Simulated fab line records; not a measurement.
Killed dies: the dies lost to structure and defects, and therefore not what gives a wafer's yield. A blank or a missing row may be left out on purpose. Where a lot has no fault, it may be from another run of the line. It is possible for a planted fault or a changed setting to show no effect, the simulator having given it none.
fab line records	flow nand_harc
record: lots: 5	wafers: 15	last_day: 34
route steps=1302 shown P_M1@315 P_M2@318 END@1302
lots with no fault: from the same line, run without faults
start_h: hours from the record's first day to the start of the lot's first wafer shown	wait_h: how many hours have passed since the lot's step before this one	" as in the row above	L1.1+2: several wafers, shown together as one row	- value missing, or start not given	* or withheld: withheld	< > ~ a bound
route shown NAME@n: NAME is a module with steps in the file, n the number in the route of the first one	usual: mean and standard deviation over wafers with no fault	same: alike in all rows	chamber/n: place in a boat	sites: per-site readings	_std_site: the standard deviation of these	_edge_site: mean of outer sites minus mean of inner sites	radius_mm: how far each site lies from the wafer's centre	mask NAME#n: copy n	behind: the tool/chamber that last shaped the wafer	hold: why the lot went on hold/how many hours it stayed there/how the hold came to an end	device: which transistor (n, p or np) failed to switch	end of line: the tests these same wafers got at the end of their route	a step with no rows: only its recipe	killed: count of dies lost to structure and defects at first sort (not the wafer's yield)	map: the dies of a wafer, with x for killed, . for not killed, _ for no die there
set.NAME: setting as actually run; set.NAME@STEP: the setting as run at that earlier step	model.NAME: the simulator's own value behind a step, which no gauge read
certain route steps with their lots: each step a table, each wafer a row
services: from which hour (start_h, from the record's first day; less than 0 if before it) a tool's chamber was out of use, for how many hours, and why
== steps ==
step: NHARC_P_M1_INSPECT_27
usual: raw_defect_count: 299/120
lot.wafer	tool	chamber	start_h	wait_h	raw_defect_count
L235.2	defect_inspect-02	-	185.62	0.0	352
L235.4	"	-	"	"	226
L235.6	"	-	"	"	243
L237.2	defect_inspect-01	-	204.06	0.0	178
L237.4	"	-	"	"	202
L237.5	"	-	"	"	236
L239.1	defect_inspect-01	-	227.26	0.0	329
L239.3	"	-	"	"	189
L239.4	"	-	"	"	236
L242.1	defect_inspect-02	-	259.04	0.0	336
L242.3	"	-	"	"	383
L242.4	"	-	"	"	266
L252.1	defect_inspect-02	-	361.50	0.0	385
L252.3	"	-	"	"	448
L252.5	"	-	"	"	446
step: NHARC_P_M1_PRE_CLEAN_32
recipe: time_s: 12	temp_c: 370	rf_power_w: 300	gas: NH3
usual: heater_power_w: 608/79
lot.wafer	tool	chamber	start_h	wait_h	heater_power_w
L235.2	pecvd-01	0	185.70	0.1	589
L235.4	"	2	"	"	564
L235.6	"	1	"	"	637
L237.2	pecvd-03	0	204.13	0.1	615
L237.5	"	0	"	"	601
L237.4	"	2	"	"	650
L239.1	pecvd-01	0	227.33	0.1	574
L239.3	"	2	"	"	538
L239.4	"	1	"	"	749
L242.1	pecvd-02	1	259.12	0.1	521
L242.3	"	2	"	"	514
L242.4	"	1	"	"	518
L252.3	pecvd-01	2	361.58	0.1	505
L252.1	"	0	"	"	600
L252.5	"	1	"	"	726
step: NHARC_P_M1_DEP_33
recipe: target_thk_a: 300	temp_c: 370	target_thk_nm: 30	pressure_torr: 3	flow_sccm: 200	rf_w: 450	material: SiCN
usual: chamber_pressure_Torr: 3.000/0.0066	heater_power_w: 551/79	showerhead_vpp_V: 1331/52
lot.wafer	tool	chamber	start_h	wait_h	chamber_pressure_Torr	heater_power_w	showerhead_vpp_V
L235.2	pecvd-01	0	185.81	0.1	3.003	497	1424
L235.4	"	2	"	"	2.999	501	1387
L235.6	"	1	"	"	2.996	684	1303
L237.2	pecvd-03	0	204.21	0.1	3.003	658	1352
L237.5	"	0	"	"	2.996	646	1341
L237.4	"	2	"	"	3.005	722	1355
L239.1	pecvd-01	0	227.40	0.1	3.004	574	1402
L239.3	"	2	"	"	2.995	488	1383
L239.4	"	1	"	"	2.990	605	1262
L242.1	pecvd-02	1	259.23	0.1	2.988	466	1278
L242.3	"	2	"	"	3.000	482	1372
L242.4	"	1	"	"	2.997	464	1254
L252.3	pecvd-01	2	361.69	0.1	3.004	461	1390
L252.1	"	0	"	"	3.003	490	1401
L252.5	"	1	"	"	2.990	663	1269
step: NHARC_P_M2_DEP_00
recipe: target_thk_a: 1825	target_thk_nm: 182.5	temp_c: withheld	pressure_torr: 5	flow_sccm: 200	rf_w: 600	material: SiOC
step: NHARC_P_M2_DEHYDRATE_01
recipe: temp_c: 150	time_s: 120
step: NHARC_P_M2_HMDS_02
recipe: time_s: 30
step: NHARC_P_M2_COAT_34
recipe: temp_c: 200	time_s: 65
step: NHARC_P_M2_COAT_03
recipe: spin_rpm: 1500	resist_thk_nm: 90
step: NHARC_P_M2_SOFTBAKE_04
recipe: temp_c: 105	time_s: 55
step: NHARC_P_M2_EBR_05
step: NHARC_P_M2_EXPOSE_06
recipe: na: 1.35	target_cd_nm: 170	dose_mj: 80.78	mask_id: P_M2
step: NHARC_P_M2_PEB_07
recipe: peb_temp_c: 100	peb_time_s: 65
lot.wafer	tool	chamber	start_h	wait_h
L235.2+4+6	litho_track-04	0	186.81	0.1
L237.2+4+5	litho_track-06	0	205.38	0.1
L239.1+3+4	litho_track-06	0	228.60	0.1
L242.1+3+4	litho_track-01	0	260.34	0.1
L252.1+3+5	litho_track-04	0	362.68	0.1
step: NHARC_P_M2_DEVELOP_08
recipe: develop_time_s: 35	dev_temp_c: 23
step: NHARC_P_M2_CD_MEAS_09
recipe: target_cd_nm: 170	landing_energy_ev: 500
usual: cd_nm: 169.9/0.45
lot.wafer	tool	chamber	start_h	wait_h	cd_nm
L235.2	cd_sem-01	0	186.89	-	170.4
L235.4	"	0	"	"	170.5
L235.6	"	0	"	"	170.1
L237.2	cd_sem-01	0	205.46	-	169.6
L237.4	"	0	"	"	169.3
L237.5	"	0	"	"	170.1
L239.1	cd_sem-02	0	228.67	-	170.6
L239.3	"	0	"	"	171.2
L239.4	"	0	"	"	169.8
L242.1	cd_sem-03	0	260.42	-	169.0
L242.3	"	0	"	"	168.5
L242.4	"	0	"	"	169.4
L252.1	cd_sem-02	0	362.76	-	169.6
L252.3	"	0	"	"	169.3
L252.5	"	0	"	"	169.7
step: NHARC_P_M2_OVL_MEAS_10
recipe: pitch_nm: 340
usual: overlay_x_nm: -0.1/0.87	overlay_y_nm: 0.0/1
lot.wafer	tool	chamber	start_h	wait_h	overlay_x_nm	overlay_y_nm
L235.2	overlay-02	-	186.97	-	1.5	0.2
L235.4	"	-	"	"	0.9	0.0
L235.6	"	-	"	"	0.2	0.0
L237.2	overlay-01	-	205.55	-	0.4	-0.1
L237.4	"	-	"	"	0.2	0.1
L237.5	"	-	"	"	-0.2	0.1
L239.1	overlay-02	-	228.76	-	-0.4	0.6
L239.3	"	-	"	"	-0.6	1.0
L239.4	"	-	"	"	-0.1	1.2
L242.1	overlay-01	-	260.51	-	-0.6	-1.0
L242.3	"	-	"	"	-0.6	-0.9
L242.4	"	-	"	"	-0.9	-0.6
L252.1	overlay-02	-	362.85	-	1.4	0.0
L252.3	"	-	"	"	1.5	0.1
L252.5	"	-	"	"	1.5	0.0
step: NHARC_P_M2_INSPECT_11
usual: raw_defect_count: 4.2/2.3
lot.wafer	tool	chamber	start_h	wait_h	raw_defect_count
L235.2	defect_inspect-02	-	187.01	0.0	1
L235.4	"	-	"	"	2
L235.6	"	-	"	"	2
L237.2	defect_inspect-02	-	205.58	0.0	4
L237.4	"	-	"	"	5
L237.5	"	-	"	"	4
L239.1	defect_inspect-02	-	228.80	0.0	7
L239.3	"	-	"	"	3
L239.4	"	-	"	"	2
L242.1	defect_inspect-02	-	260.55	0.0	5
L242.3	"	-	"	"	4
L242.4	"	-	"	"	9
L252.1	defect_inspect-02	-	362.89	0.0	4
L252.3	"	-	"	"	2
L252.5	"	-	"	"	1
step: NHARC_P_M2_DESCUM_14
recipe: time_s: 3	o2_flow_sccm: 200	ar_flow_sccm: 0	bias_power_w: 0	chemistry: O2
usual: drypump_motor_current_A: 5.8/0.34	mfc_ar_sccm: 0.005/0.0072	oes_product_au: 0.998/0.0079	rf_vpp_V: 57.6/0.92	showerhead_plenum_p_Torr: 1.89/0.081	throttle_valve_pct: 11.311/0.01
lot.wafer	tool	chamber	start_h	wait_h	drypump_motor_current_A	mfc_ar_sccm	oes_product_au	rf_hours_counter_h	rf_vpp_V	showerhead_plenum_p_Torr	throttle_valve_pct	model.P_M2.cd_nm
L235.4	rie_diel-04	2	187.08	0.1	6.4	0	0.995	0	56.4	1.86	11.309	170.5
L235.2	"	3	"	"	5.7	0	1.005	0	56.7	1.86	11.302	170.5
L235.6	"	1	"	"	5.6	0.014	1.004	-	57.1	1.78	11.302	170.1
L237.4	rie_diel-04	1	205.64	0.1	5.6	0.014	0.996	0.4	57.8	1.78	11.311	169.1
L237.2	"	3	"	"	5.8	0	1.002	0.3	55.6	1.86	11.308	169.6
L237.5	"	2	"	"	6.3	0	0.991	-	58.3	1.86	11.311	170.1
L239.3	rie_diel-02	3	228.86	0.1	5.4	0.007	1.005	0	55.3	1.80	11.301	171
L239.1	"	0	"	"	6.3	0	1.002	0	58.8	1.97	11.316	170.5
L239.4	"	2	"	"	5.7	0	1.002	0	59.1	1.88	11.299	169.4
L242.4	rie_diel-04	1	260.61	0.1	5.6	0.014	1.005	5.3	56.9	1.78	11.308	169.1
L242.1	"	2	"	"	6.4	0	1.008	4.7	58.6	1.86	11.320	168.5
L242.3	"	3	"	"	5.8	0	1.011	4.2	57.0	1.85	11.316	168.5
L252.1	rie_diel-02	0	362.96	0.1	6.3	0	0.995	4.2	58.2	1.97	11.320	169.3
L252.3	"	1	"	"	6.0	0.022	0.993	4.5	58.0	2.05	11.324	169.2
L252.5	"	3	"	"	5.4	0.007	0.992	-	56.9	1.80	11.315	169.4
step: NHARC_P_M2_ETCH_35
recipe: target_depth_a: 400	overetch_a: 120	time_s: 43.94	ion_energy_ev: 200	n2_flow_sccm: 150	h2_flow_sccm: 150	ar_flow_sccm: 0	rf_w: 400	bias_w: 150	chemistry: N2/H2
usual: drypump_motor_current_A: 5.8/0.33	mfc_ar_sccm: 0.005/0.0073	oes_product_au: 0.999/0.0075	rf_vpp_V: 429.8/2.6	showerhead_plenum_p_Torr: 2.01/0.087	throttle_valve_pct: 14.171/0.0083
lot.wafer	tool	chamber	start_h	wait_h	drypump_motor_current_A	mfc_ar_sccm	oes_product_au	rf_hours_counter_h	rf_vpp_V	showerhead_plenum_p_Torr	throttle_valve_pct
L235.4	rie_diel-04	0	187.15	0.1	5.8	0	1.014	0.0	431.5	2.05	14.161
L235.2	"	3	"	"	5.8	0	1.010	0.0	428.5	1.98	14.179
L235.6	"	1	"	"	5.6	0.014	1.004	-	426.0	1.90	14.191
L237.2	rie_diel-04	0	205.74	0.1	5.7	0	0.999	0.3	430.0	2.04	14.178
L237.4	"	1	"	"	5.6	0.014	0.995	0.4	427.5	1.89	14.174
L237.5	"	0	"	"	5.7	0	1.002	-	431.3	2.04	14.167
L239.4	rie_diel-02	2	228.95	0.1	5.7	0	1.003	0.0	429.9	2.01	14.174
L239.1	"	0	"	"	6.3	0	0.998	0.0	433.6	2.10	14.182
L239.3	"	1	"	"	6.0	0.022	0.997	0.0	433.6	2.19	14.167
L242.1	rie_diel-04	3	260.69	0.1	5.7	0	1.008	4.2	429.0	1.98	14.175
L242.4	"	0	"	"	5.7	0	1.000	5.6	430.3	2.04	14.158
L242.3	"	1	"	"	5.6	0.014	1.002	5.3	426.6	1.89	14.176
L252.1	rie_diel-02	1	363.04	0.1	6.0	0.022	1.001	4.5	433.8	2.19	14.172
L252.3	"	0	"	"	6.3	0	0.999	4.2	433.2	2.10	14.153
L252.5	"	1	"	"	6.0	0.022	1.010	-	435.7	2.19	14.191
step: NHARC_P_M2_ETCH_15
recipe: target_depth_a: 1825	time_s: 91.2	c4f8_flow_sccm: withheld	ar_flow_sccm: 400	rf_w: 600	bias_w: 300	chemistry: C4F8/Ar
usual: oes_product_au: 0.931/0.018	rf_vpp_V: 440.1/2.6
lot.wafer	tool	chamber	start_h	wait_h	oes_product_au	rf_hours_counter_h	rf_vpp_V
L235.4	rie_diel-04	3	-	-	0.979	0.0	439.0
L235.2	"	0	"	"	0.976	0.0	440.9
L235.6	"	2	"	"	0.967	-	439.2
L237.2	rie_diel-04	1	-	-	0.971	0.4	436.5
L237.4	"	2	"	"	0.963	0.4	440.2
L237.5	"	2	"	"	0.964	-	439.6
L239.1	rie_diel-02	0	-	-	0.955	0.0	442.8
L239.4	"	1	"	"	0.979	0.0	445.9
L239.3	"	2	"	"	0.980	0.0	439.2
L242.4	rie_diel-04	1	-	-	0.926	5.3	437.0
L242.3	"	2	"	"	0.913	4.7	440.0
L242.1	"	3	"	"	0.929	4.2	439.8
L252.1	rie_diel-02	1	-	-	0.922	4.5	444.5
L252.3	"	0	"	"	0.914	4.3	443.4
L252.5	"	1	"	"	0.930	-	444.9
step: NHARC_P_M2_CD_MEAS_16
usual: cd_nm: 169.6/0.59
lot.wafer	tool	chamber	start_h	wait_h	cd_nm
L235.2	cd_sem-01	-	187.38	-	170.2
L235.4	"	-	"	"	170.0
L235.6	"	-	"	"	170.0
L237.2	cd_sem-01	-	205.95	-	169.6
L237.4	"	-	"	"	169.4
L237.5	"	-	"	"	170.0
L239.1	cd_sem-03	-	229.16	-	170.0
L239.3	"	-	"	"	171.5
L239.4	"	-	"	"	169.8
L242.1	cd_sem-02	-	260.91	-	168.3
L242.3	"	-	"	"	168.5
L242.4	"	-	"	"	168.7
L252.1	cd_sem-03	-	363.25	-	169.8
L252.3	"	-	"	"	168.9
L252.5	"	-	"	"	169.4
step: NHARC_P_M2_STRIP_18
recipe: power_w: 1000	n2_flow_sccm: 150	h2_flow_sccm: 150	ar_flow_sccm: 0	bias_w: 0	chemistry: N2/H2
usual: drypump_motor_current_A: 5.9/0.34	mfc_ar_sccm: 0.005/0.0069	oes_product_au: 0.997/0.0072	power_w: 999.9/2.8	rf_vpp_V: 90.5/0.95	showerhead_plenum_p_Torr: 2.01/0.085	throttle_valve_pct: 14.171/0.009
lot.wafer	tool	chamber	start_h	wait_h	drypump_motor_current_A	mfc_ar_sccm	oes_product_au	power_w	rf_hours_counter_h	rf_vpp_V	showerhead_plenum_p_Torr	throttle_valve_pct
L235.4	rie_diel-13	2	187.45	0.1	5.2	0	0.984	1001.0	1.1	89.0	1.90	14.178
L235.2	"	3	"	"	6.2	0	0.991	1002.0	1.1	90.1	1.97	14.169
L235.6	"	2	"	"	5.2	0	0.990	998.7	-	89.8	1.90	14.167
L237.2	rie_diel-04	1	206.05	0.1	5.6	0.014	1.002	1004.0	0.5	88.7	1.90	14.162
L237.4	"	2	"	"	6.4	0	0.998	1003.4	0.5	92.2	1.99	14.171
L237.5	"	1	"	"	5.6	0.014	1.003	1003.7	-	89.4	1.90	14.158
L239.3	rie_diel-13	0	229.24	0.1	5.9	0.002	0.999	999.2	2.6	92.1	2.11	14.177
L239.4	"	1	"	"	6.1	0.011	1.005	998.8	2.5	92.8	2.06	14.157
L239.1	"	3	"	"	6.2	0	1.003	996.3	3.3	90.4	1.97	14.162
L242.1	rie_diel-13	2	260.99	0.1	5.2	0	0.995	1004.3	4.9	89.2	1.90	14.151
L242.3	"	0	"	"	5.9	0.002	0.991	1006.3	5.0	90.9	2.11	14.170
L242.4	"	1	"	"	6.1	0.011	0.999	999.0	4.5	90.1	2.06	14.169
L252.3	rie_diel-02	1	363.36	0.1	6.0	0.022	0.995	1002.8	4.6	91.4	2.19	14.186
L252.1	"	2	"	"	5.7	0	1.001	997.6	4.7	90.8	2.01	14.167
L252.5	"	1	"	"	6.0	0.022	0.997	998.8	-	91.0	2.19	14.172
step: NHARC_P_M2_ETCH_28
recipe: target_depth_a: 300	over_etch_frac: 0.3	time_s: 72.99	ion_energy_ev: 150	cf4_flow_sccm: 50	n2_flow_sccm: 100	ar_flow_sccm: 150	rf_w: 300	bias_w: 100	chemistry: CF4/N2
usual: drypump_motor_current_A: 5.9/0.35	mfc_ar_sccm: 150.0/0.47	oes_product_au: 1.001/0.0074	rf_vpp_V: 313.5/1.9	showerhead_plenum_p_Torr: 2.59/0.1	throttle_valve_pct: 19.793/0.0085
lot.wafer	tool	chamber	start_h	wait_h	drypump_motor_current_A	mfc_ar_sccm	oes_product_au	rf_hours_counter_h	rf_vpp_V	showerhead_plenum_p_Torr	throttle_valve_pct	model.P_M2.cd_nm
L235.2	rie_diel-13	1	-	-	6.1	148.9	1.011	0.7	315.0	2.65	19.796	170.6
L235.4	"	2	"	"	5.2	149.6	1.000	1.2	310.9	2.46	19.792	170.2
L235.6	"	0	"	"	5.9	149.4	1.000	-	316.0	2.71	19.793	169.9
L237.2	rie_diel-04	3	-	-	5.7	151.0	1.010	0.4	311.1	2.55	19.798	170.2
L237.4	"	0	"	"	5.7	150.3	1.003	0.5	313.1	2.63	19.789	169.2
L237.5	"	3	"	"	5.8	150.1	1.009	-	313.3	2.55	19.785	170.6
L239.3	rie_diel-13	3	-	-	6.2	149.5	1.001	3.4	313.8	2.55	19.796	171.7
L239.1	"	0	"	"	5.9	150.2	1.000	2.7	315.7	2.71	19.786	170.1
L239.4	"	1	"	"	6.1	149.6	1.004	2.5	315.6	2.65	19.793	169.6
L242.3	rie_diel-13	2	-	-	5.2	149.3	0.995	5.0	310.2	2.46	19.795	168.4
L242.1	"	0	"	"	6.0	149.5	1.001	5.0	315.7	2.70	19.782	168.3
L242.4	"	1	"	"	6.1	149.8	0.997	4.5	314.4	2.65	19.778	169
L252.3	rie_diel-02	0	-	-	6.3	150.6	1.006	4.3	314.9	2.70	19.793	168.8
L252.1	"	1	"	"	6.0	149.2	1.004	4.6	316.3	2.80	19.788	169.5
L252.5	"	0	"	"	6.3	150.6	1.000	-	315.2	2.70	19.793	169.3
step: NHARC_P_M2_STRIP_19
recipe: time_s: 600	temp_c: 30	chemistry: post_etch_residue_remover
step: NHARC_END_SORT_01
recipe: temp_c: 25
usual: defect_limited_yield: 91.7/2.8	killed_at_array: 52/19	killed_at_other: 0.8/1	killed_at_periphery: 3.7/2.5	killed_dies: 56/19	killed_open: 3.5/2	killed_short: 2.2/1.4	sort_bin_2_pct: 2.9/1.2	sort_bin_3_pct: 0.6/0.36	sort_bin_4_pct: 4.8/1.6	sort_n_pass: 621/19	sort_rim_yield_pct: 92/3.9	sort_yield_pct: 91.7/2.8
same: gross_dies: 677	sort_bin_5_pct[%]: 0	sort_bin_6_pct[%]: 0	sort_bin_7_pct[%]: 0	sort_bin_8_pct[%]: 0	sort_rim_n_gross: 106.00
lot.wafer	tool	chamber	start_h	wait_h	defect_limited_yield[%]	killed_at_array	killed_at_other	killed_at_periphery	killed_dies	killed_open	killed_short	sort_bin_2_pct[%]	sort_bin_3_pct[%]	sort_bin_4_pct[%]	sort_n_pass	sort_rim_yield_pct[%]	sort_yield_pct[%]
L235.2	prober-01	0	606.02	2.8	90.4	57	2	6	65	1	4	3.0	0.4	6.2	612	92	90.4
L235.4	prober-01	0	607.60	3.4	91.0	52	4	5	61	2	2	3.5	0.3	5.2	616	93	91.0
L235.6	prober-01	0	609.19	4.0	91.3	53	1	5	59	4	1	3.5	0.1	5.0	618	95	91.3
L239.1	prober-01	0	664.65	2.5	89.8	64	0	5	69	4	2	4.1	0.7	5.3	608	93	89.8
L239.3	prober-01	0	666.25	3.1	90.8	61	1	0	62	3	3	4.1	0.4	4.6	615	90	90.8
L239.4	prober-01	0	667.04	3.4	89.4	68	1	3	72	3	0	4.0	0.3	6.4	605	92	89.4
L242.1	prober-01	0	691.63	2.5	95.9	19	0	9	28	3	3	1.3	0	2.8	649	96	95.9
L242.3	prober-01	0	693.21	3.1	95.6	24	0	6	30	4	3	1.9	0	2.5	647	95	95.6
L242.4	prober-01	0	694.00	3.4	93.5	26	0	18	44	9	1	1.3	0.6	4.6	633	95	93.5
killed by level:class
L235.2 A_SLIT:chamber_film_flake=30 A_CHANNEL_HOLE_D2:chamber_film_flake=12 A_CHANNEL_HOLE_D1:chamber_film_flake=6 P_M2:chamber_film_flake=5 A_ONON_D1:geometric_particle:short=2 THIN_TSV:chamber_film_flake=2 P_STI:geometric_particle:short=1 A_SOURCE_PLATE:geometric_particle:short=1
L235.4 A_SLIT:chamber_film_flake=29 A_CHANNEL_HOLE_D2:chamber_film_flake=15 P_M2:chamber_film_flake=3 THIN_TSV:chamber_film_flake=3 A_CHANNEL_HOLE_D1:chamber_film_flake=2 A_CONTACT:chamber_film_flake=2 P_M0:geometric_particle:open=1 A_DECK1_JOINT:geometric_particle:short=1
L235.6 A_SLIT:chamber_film_flake=32 A_CHANNEL_HOLE_D1:chamber_film_flake=8 P_M2:chamber_film_flake=3 A_CHANNEL_HOLE_D2:chamber_film_flake=3 A_STAIRCASE:chamber_film_flake=3 A_DECK1_JOINT:chamber_film_flake=2 A_CONTACT:chamber_film_flake=2 P_GATE:geometric_particle:open=1
L239.1 A_CHANNEL_HOLE_D1:chamber_film_flake=31 A_CHANNEL_HOLE_D2:chamber_film_flake=16 A_CHANNEL_FILL_D2:chamber_film_flake=4 A_STAIRCASE:chamber_film_flake=4 A_M0:geometric_particle:open=3 A_CHANNEL_FILL_D1:chamber_film_flake=3 P_M2:chamber_film_flake=2 P_M2:geometric_particle:open=1
L239.3 A_CHANNEL_HOLE_D1:chamber_film_flake=28 A_CHANNEL_HOLE_D2:chamber_film_flake=18 A_DECK1_JOINT:chamber_film_flake=3 A_SLIT:chamber_film_flake=2 A_STAIRCASE:chamber_film_flake=2 A_SOURCE_PLATE:geometric_particle:open=1 A_DECK1_JOINT:geometric_particle:short=1 A_SGD_CUT:geometric_particle:short=1
L239.4 A_CHANNEL_HOLE_D1:chamber_film_flake=28 A_CHANNEL_HOLE_D2:chamber_film_flake=27 A_ZERO_WELL:chamber_film_flake=3 P_M2:chamber_film_flake=2 A_SLIT:chamber_film_flake=2 A_M1:chamber_film_flake=2 A_DECK1_JOINT:geometric_particle:open=1 A_ONON_D2:geometric_particle:open=1
L242.1 P_BONDPAD:chamber_film_flake=7 A_CHANNEL_HOLE_D1:chamber_film_flake=5 A_DECK1_JOINT:geometric_particle:short=2 A_STAIRCASE:chamber_film_flake=2 A_SLIT:chamber_film_flake=2 A_WL_FILL:chamber_film_flake=2 P_M0:geometric_particle:short=1 A_CHANNEL_FILL_D1:geometric_particle:open=1
L242.3 A_CHANNEL_HOLE_D1:chamber_film_flake=9 P_M1:chamber_film_flake=4 A_STAIRCASE:chamber_film_flake=3 A_SLIT:chamber_film_flake=3 A_ONON_D1:geometric_particle:short=2 A_DECK1_JOINT:geometric_particle:open=2 P_BONDPAD:chamber_film_flake=2 A_CHANNEL_HOLE_D1:geometric_particle:open=1
L242.4 A_CHANNEL_HOLE_D1:chamber_film_flake=9 P_BONDPAD:chamber_film_flake=8 P_M1:chamber_film_flake=7 A_BONDPAD:chamber_film_flake=4 A_CHANNEL_FILL_D1:geometric_particle:open=3 A_CHANNEL_FILL_D2:geometric_particle:open=2 A_STAIRCASE:chamber_film_flake=2 P_GATE:geometric_particle:open=1
== services ==
tool	chamber	start_h	hours	kind
rie_diel-13	-	165.00	9.0	pm
rie_diel-02	-	166.78	1.2	repair
rie_diel-04	-	177.90	9.0	pm
litho_track-06	-	179.00	7.0	pm
pecvd-03	-	185.13	13.0	pm
litho_track-04	-	203.00	7.0	pm
rie_diel-13	3	203.33	7.7	repair
rie_diel-02	-	205.43	1.9	repair
rie_diel-02	-	216.70	9.0	pm
rie_diel-04	3	225.27	8.1	repair
pecvd-02	-	227.19	13.0	pm
rie_diel-04	2	266.46	4.8	repair
rie_diel-13	-	284.62	0.1	repair
rie_diel-04	0	296.28	1.6	repair
rie_diel-04	-	299.33	2.6	repair
rie_diel-04	-	302.68	0.5	repair
rie_diel-02	-	308.85	0.6	repair
pecvd-01	-	311.36	13.0	pm
rie_diel-13	0	324.35	3.3	repair
rie_diel-13	3	340.62	3.4	repair
rie_diel-04	-	341.33	1.8	repair
rie_diel-13	-	342.00	9.0	pm
rie_diel-02	3	347.78	4.5	repair
rie_diel-04	-	354.90	9.0	pm
== key ==
first_sign none at tools or gauges
model_effect: step: NHARC_P_M2_DESCUM_14	value: P_M2.cd_nm	without: 169.4	struck: 170.8
model_effect: step: NHARC_P_M2_ETCH_28	value: P_M2.cd_nm	without: 169.6	struck: 170.9
met_at NHARC_P_M2_PEB_07
struck_wafers L239.1,L239.3
onset_between 205.38 228.60
fault: kind: process_parameter_drift	tool: litho_track-06	chamber: -	onset_h: 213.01	steps: NHARC_P_M2_PEB_07	channel: peb_time_s	offset: *	shape: step	end_h: 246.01	scope: struck_wafers_only	acts_in: *	stated: *
